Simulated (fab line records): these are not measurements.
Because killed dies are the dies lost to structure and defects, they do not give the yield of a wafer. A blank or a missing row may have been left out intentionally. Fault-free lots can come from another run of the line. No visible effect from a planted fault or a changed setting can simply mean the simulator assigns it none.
Struck lot and sound lot, side by side | flow n5-finfet | 15 out of 1938 route steps
Sound: wafers L622.1, L622.3, L622.4. Struck: wafer L620.4; the same lot's L620.3 was not struck, so it is left out; see the end for the cause.
For every step that has rows: the tool of each side, followed by ch and its chambers, followed by its first start. Under that, the readings that differ: sound wafers | struck wafers | difference of the means | sigmas: that difference in standard deviations of wafers without a fault.
alike: readings with means less than 2 such deviations apart, plus words and numbers identical on both sides. not compared: withheld readings, readings lacking a value on some wafer, bounds such as >300 that could conceal the same value, and numbers that have no deviation in the record and whose values overlap.
A row with sigmas, a row that says differs or no value, or rows on one side alone: a step with any of these is where the two part. Numbers that have no deviation but don't overlap get no sigmas and don't part them. A reading that every wafer of one side lacks parts them only if that side has two wafers or more.

N5_SD_ACTIVATION_RS_MEAS_03: uses a four-point probe to measure.
  sound: film-metro-01 at day 7 18:04; struck: film-metro-02 at day 7 06:07
  alike: RS_SD_N, RS_SD_P
N5_SD_ACTIVATION_INSPECT_02: inspects for defects (darkfield).
  sound: defect-inspect-01 at day 7 18:23; struck: defect-inspect-01 at day 7 06:23
  alike: raw-defect-count
N5_ILD0_LINER_00: material SiNx, target thk 4 nm, pulse time 1 s, purge time 2 s.
  sound on ald-sin-04 ch 0,2,3, day 7 18:25; struck on ald-sin-02 ch 1, day 7 06:44
  alike: heater-power-w, precursor-pulse-height-rel
then, 2 steps without rows for these wafers: N5_ILD0_FCVD_FILL_01 (material SiO2 flowable, target thk 200 nm, time 328.3 s); N5_ILD0_CURE_02 (time 1800 s).
N5_ILD0_CMP_03: polishes, stops on SiNx, t overpolish 1.9 s, target thk 197.38 nm.
  sound on cmp-03 ch 0,1,3, day 7 20:47; struck on cmp-03 ch 1, day 7 09:08
  alike: motor-current-A, overpolish-run-s, platen-rpm, slurry-filter-dp-kPa, time-to-endpoint-s
N5_ILD0_THK_MEAS_04:
  sound: film-metro-02 at day 7 21:05; struck: film-metro-02 at day 7 09:23
  alike: thk-nm
N5_ILD0_CMP_07: polishes SiO2 flowable, stops on poly-Si, t overpolish 1.18 s, target thk 138.88 nm.
  sound on cmp-03 ch 0,1,3, day 7 21:07; struck on cmp-02 ch 1, day 7 09:30
  reading             | sound          | struck | difference | sigmas
  motor-current-A (A) | 15.8 10.7 13.4 | 10.7   | -2.6       | -2
  alike: platen-rpm, slurry-filter-dp-kPa
N5_ILD0_THK_MEAS_08:
  sound: film-metro-01 at day 7 21:25; struck: film-metro-02 at day 7 09:43
  alike: thk-nm
then, 1 step without rows for these wafers: N5_ILD0_PRECLEAN_10 (cleans in NF3:NH3, afs cycles 5, time 20 s, sublimation time 60 s).
N5_ILD0_ALD_15: deposits SiNx, target thk 24 nm, pulse time 1 s, ald cycles 480.
  sound on ald-sin-04 ch 0,1,2, day 7 22:21; struck on ald-sin-04 ch 1, day 7 10:39
  alike: heater-power-w, precursor-pulse-height-rel
N5_ILD0_CMP_12: polishes SiNx, stops on poly-Si, t overpolish 6 s, target thk 17.67 nm.
  sound on cmp-03 ch 1,2,3, day 8 00:35; struck on cmp-02 ch 3, day 7 12:56
  reading                | sound          | struck | difference | sigmas
  time-to-endpoint-s (s) | 26.1 25.4 28.8 | 14.7   | -12.1      | -5
  alike: motor-current-A, overpolish-run-s, platen-rpm, slurry-filter-dp-kPa
N5_ILD0_THK_MEAS_13:
  sound: film-metro-01 at day 8 00:50; struck: film-metro-02 at day 7 13:09
  reading     | sound          | struck | difference | sigmas
  thk-nm (nm) | 17.3 17.0 18.2 | 15.0   | -2.5       | -3
-- the record jumps here: 4 days lie between the struck wafers' starts before and after (it left off in module ILD0 and takes up again in module BEOL_M4, whose first step shown is number 1111 of the route) --
N5_BEOL_M4_RC_MEAS_101:
  sound on prober-01 ch 0, day 12 14:57; struck on prober-01 ch 0, day 11 16:24
  alike: DIBL_N, DIBL_P, IOFF_N, IOFF_P, ION_N, ION_P, SS_N, SS_P, VT_N, VT_P
next, for these wafers, 1 step has no rows: N5_PASSIVATION_PROBE_49.

WHERE THEY PART
First at N5_ILD0_CMP_07; last, within this record, at N5_ILD0_THK_MEAS_13. Later steps at which nothing parts them and some readings are alike: N5_BEOL_M4_RC_MEAS_101.

WHY: whatever the simulator had introduced
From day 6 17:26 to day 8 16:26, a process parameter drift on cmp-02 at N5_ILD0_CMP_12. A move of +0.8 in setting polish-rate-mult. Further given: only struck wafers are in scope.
